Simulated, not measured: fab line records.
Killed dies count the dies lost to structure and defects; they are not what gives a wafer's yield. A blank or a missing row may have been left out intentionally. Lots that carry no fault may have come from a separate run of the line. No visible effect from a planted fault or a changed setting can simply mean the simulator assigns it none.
Split-lot experiment	flow n5-finfet	21 wafers read from 7 lots, route of 1938 steps

THE SPLIT
At N5_BEOL_M14_EXPOSE_25 (exposes mask M14, target cd 280 nm), the setting dose-mj was moved away from the recipe's 26.6 on 4 of the 21 wafers read, by -7.3% to +6.8%. All remaining wafers had this setting at the recipe value.

FROM THE SPLIT TO THE READING: what the file shows between them, 2 steps
- N5_BEOL_M14_DEVELOP_27: develop time 45 s (also split here: develop-time-s)
- N5_BEOL_M14_HARDBAKE_32: time 120 s

THE READING
cd-nm (nm) at N5_BEOL_M14_CD_MEAS_28, where the cd target is 284.4 nm. A value of 285.2 nm with a standard deviation of 2 nm is what fault-free wafers of this fab line usually give.

wafer	tool, chamber at the split	dose-mj as run	against the recipe	cd-nm, nm	against lot-mates on the recipe
L077.1	krf-scanner-02, 0	26.6	recipe	289.0	-
L077.2	krf-scanner-02, 0	26.6	recipe	287.6	-
L077.3	krf-scanner-02, 0	26.6	recipe	288.2	-
L081.1	krf-scanner-02, 0	26.6	recipe	284.4	-
L081.4	krf-scanner-02, 0	27.55	+3.6%	288.7	+4.3
L081.5	krf-scanner-02, 0	26.6	recipe	284.4	-
L084.4	krf-scanner-02, 0	26.6	recipe	286.7	-
L084.5	krf-scanner-02, 0	24.65	-7.3%	274.0	-12.6
L084.6	krf-scanner-02, 0	26.6	recipe	286.6	-
L086.1	krf-scanner-01, 0	28.26	+6.2%	294.8	+13.1
L086.3	krf-scanner-01, 0	26.6	recipe	281.6	-
L086.5	krf-scanner-01, 0	26.6	recipe	281.9	-
L088.4	krf-scanner-01, 0	26.6	recipe	285.7	-
L088.5	krf-scanner-01, 0	28.41	+6.8%	292.2	+7.2
L088.6	krf-scanner-01, 0	26.6	recipe	284.2	-
L091.1	krf-scanner-01, 0	26.6	recipe	285.9	-
L091.2	krf-scanner-01, 0	26.6	recipe	282.4	-
L091.5	krf-scanner-01, 0	26.6	recipe	283.3	-
L094.1	krf-scanner-02, 0	26.6	recipe	284.1	-
L094.3	krf-scanner-02, 0	26.6	recipe	286.9	-
L094.5	krf-scanner-02, 0	26.6	recipe	285.7	-

FIT RESULTS
A straight line over all 21 wafers: cd-nm changes by +1.34 nm for each +1% of dose-mj; r = +0.87; the points scatter about the line by 2.1 nm.
The same after taking each lot's own level away (the mean of its wafers on the recipe; 21 wafers): +1.58 nm for each +1%; r = +0.95; scatter 1.4 nm.
On that fit, the largest move of dose-mj shifts the reading by 12 nm.
Measured against the standard deviation above, the lots' own levels, which go from 281.75 to 288.27 nm, span 3.3 times it.
So the slope is not independent of the lot-to-lot level: the two fits are not the same.
Check: with one of the wafers moved furthest among these (-7.3%) left out of the fit, the line predicts -11 nm for it against its lot-mates. Against them it came out at -12.6 nm.

THE OTHER SPLITS THESE WAFERS WENT THROUGH
Other splits were also applied to these wafers ahead of the reading. Each is held against what the fit with the lots' levels taken away leaves over:
other split on the same wafers	wafers away from the commonest value	r with cd-nm (lot level and that fit taken away)
N5_BEOL_M10_COAT_63 spin-rpm	6	-0.36
N5_BEOL_M12_COAT_65 spin-rpm	9	+0.18
N5_BEOL_M13_EXPOSE_25 dose-mj	8	-0.24
N5_BEOL_M14_DEVELOP_27 develop-time-s	6	+0.44

THE WHOLE CHAIN: every reading that the file lists as answering this split, in the file's order
step	what it does	reading	change (the file's fit)	r (the file's)
N5_BEOL_M14_CD_MEAS_28	target cd 284.4 nm	cd-nm	+1.58 nm for each +1% of the setting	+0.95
N5_BEOL_M14_DESCUM_33	chemistry O2, time 7.9 s	BEOL_M14.cd-nm (the simulator's own value, which no gauge read)	+1.63 nm for each +1% of the setting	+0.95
N5_BEOL_M14_ETCH_68	etches SOC in N2/H2, time 450 s	BEOL_M14.cd-nm (the simulator's own value, which no gauge read)	+1.41 nm for each +1% of the setting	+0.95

THE FILE'S OWN FIT
cd-nm changes by +1.58 nm for each +1% of dose-mj, r = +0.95.
